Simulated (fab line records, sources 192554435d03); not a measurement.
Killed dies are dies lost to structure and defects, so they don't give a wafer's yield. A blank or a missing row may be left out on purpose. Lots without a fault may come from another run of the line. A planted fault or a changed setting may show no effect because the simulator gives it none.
Split-lot experiment | flow n5_finfet | 7 lots, 39 wafers read, on a route of 1938 steps

THE SPLIT
At N5_MIM_BOT_ETCH_ETCH_04 (etches SiNx in CF4/O2, target depth 26 nm, time 13 s), the setting time_s was moved away from the recipe's 13 s on 12 of the 39 wafers read, by -30.3% to +36.7%. The other wafers ran this setting at the recipe's value.

The reading is taken at the split's own step.

THE READING
etch.depth_nm (the simulator's own value, which no gauge read), in nm, at N5_MIM_BOT_ETCH_ETCH_04 (etches SiNx in CF4/O2, target depth 26 nm, time 13 s). The file gives no usual value for it. The 27 wafers here that ran the recipe average 25.96 nm, standard deviation 0.62 nm.

wafer  | tool, chamber at the split | time_s as run, s | against the recipe | etch.depth_nm, nm | against lot-mates on the recipe
L075.1 | rie_diel-01, 0             | 13               | recipe             | 26.47             | -
L075.3 | rie_diel-01, 2             | 13               | recipe             | 25.58             | -
L075.4 | rie_diel-01, 3             | 13               | recipe             | 25.31             | -
L077.1 | rie_diel-03, 3             | 13               | recipe             | 27.09             | -
L077.2 | rie_diel-03, 0             | 13               | recipe             | 25.67             | -
L077.3 | rie_diel-03, 2             | 9.056            | -30.3%             | 18.17             | -8.32
L077.4 | rie_diel-03, 1             | 13               | recipe             | 26.7              | -
L077.5 | rie_diel-03, 0             | 9.056            | -30.3%             | 17.82             | -8.67
L077.6 | rie_diel-03, 1             | 9.056            | -30.3%             | 18.65             | -7.84
L078.1 | rie_diel-04, 1             | 13               | recipe             | 25.88             | -
L078.2 | rie_diel-04, 2             | 13               | recipe             | 25.78             | -
L078.3 | rie_diel-04, 3             | 13               | recipe             | 24.91             | -
L078.4 | rie_diel-04, 0             | 13               | recipe             | 25.86             | -
L078.5 | rie_diel-04, 1             | 13               | recipe             | 26.09             | -
L078.6 | rie_diel-04, 2             | 13               | recipe             | 26.02             | -
L079.1 | rie_diel-01, 1             | 13               | recipe             | 26.52             | -
L079.2 | rie_diel-01, 2             | 17.77            | +36.7%             | 35.29             | +8.71
L079.3 | rie_diel-01, 3             | 13               | recipe             | 26.02             | -
L079.4 | rie_diel-01, 0             | 17.77            | +36.7%             | 37.24             | +10.66
L079.5 | rie_diel-01, 3             | 17.77            | +36.7%             | 35.23             | +8.65
L079.6 | rie_diel-01, 0             | 13               | recipe             | 27.21             | -
L082.1 | rie_diel-04, 3             | 13               | recipe             | 24.74             | -
L082.2 | rie_diel-04, 1             | 17.2             | +32.3%             | 34.62             | +8.92
L082.3 | rie_diel-04, 0             | 13               | recipe             | 26.09             | -
L082.4 | rie_diel-04, 2             | 17.2             | +32.3%             | 34.26             | +8.56
L082.5 | rie_diel-04, 1             | 13               | recipe             | 26.26             | -
L082.6 | rie_diel-04, 2             | 17.2             | +32.3%             | 34.17             | +8.47
L081.1 | rie_diel-04, 0             | 13               | recipe             | 26.19             | -
L081.2 | rie_diel-04, 2             | 13               | recipe             | 25.94             | -
L081.3 | rie_diel-04, 1             | 13               | recipe             | 26.36             | -
L081.4 | rie_diel-04, 3             | 13               | recipe             | 24.75             | -
L081.5 | rie_diel-04, 3             | 13               | recipe             | 24.84             | -
L081.6 | rie_diel-04, 2             | 13               | recipe             | 26.02             | -
L084.1 | rie_diel-04, 0             | 13               | recipe             | 26.38             | -
L084.2 | rie_diel-04, 1             | 16.72            | +28.6%             | 33.84             | +7.66
L084.3 | rie_diel-04, 3             | 16.72            | +28.6%             | 31.76             | +5.58
L084.4 | rie_diel-04, 2             | 13               | recipe             | 26.07             | -
L084.5 | rie_diel-04, 3             | 16.72            | +28.6%             | 32.03             | +5.85
L084.6 | rie_diel-04, 0             | 13               | recipe             | 26.08             | -

THE FIT
A straight line over all 39 wafers: etch.depth_nm changes by +0.257 nm for each +1% of time_s; r = +0.99; the points scatter about the line by 0.71 nm.
The same after taking each lot's own level away (the mean of its wafers on the recipe; 39 wafers): +0.257 nm for each +1%; r = +0.99; scatter 0.67 nm.
On that fit, the largest move of time_s shifts the reading by 9.4 nm.
The lots' own levels span 25.683 to 26.583 nm, that is 1.4 times the standard deviation above.
So the lot-to-lot level changes the slope little: the two slopes agree.
Check: with one of the wafers moved furthest among these (+36.7%) left out of the fit, the line predicts +9.42 nm for it against its lot-mates. It came out at +8.71 nm against them.

THE FILE'S OWN FIT
etch.depth_nm changes by +0.256 nm for each +1% of time_s, r = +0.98.
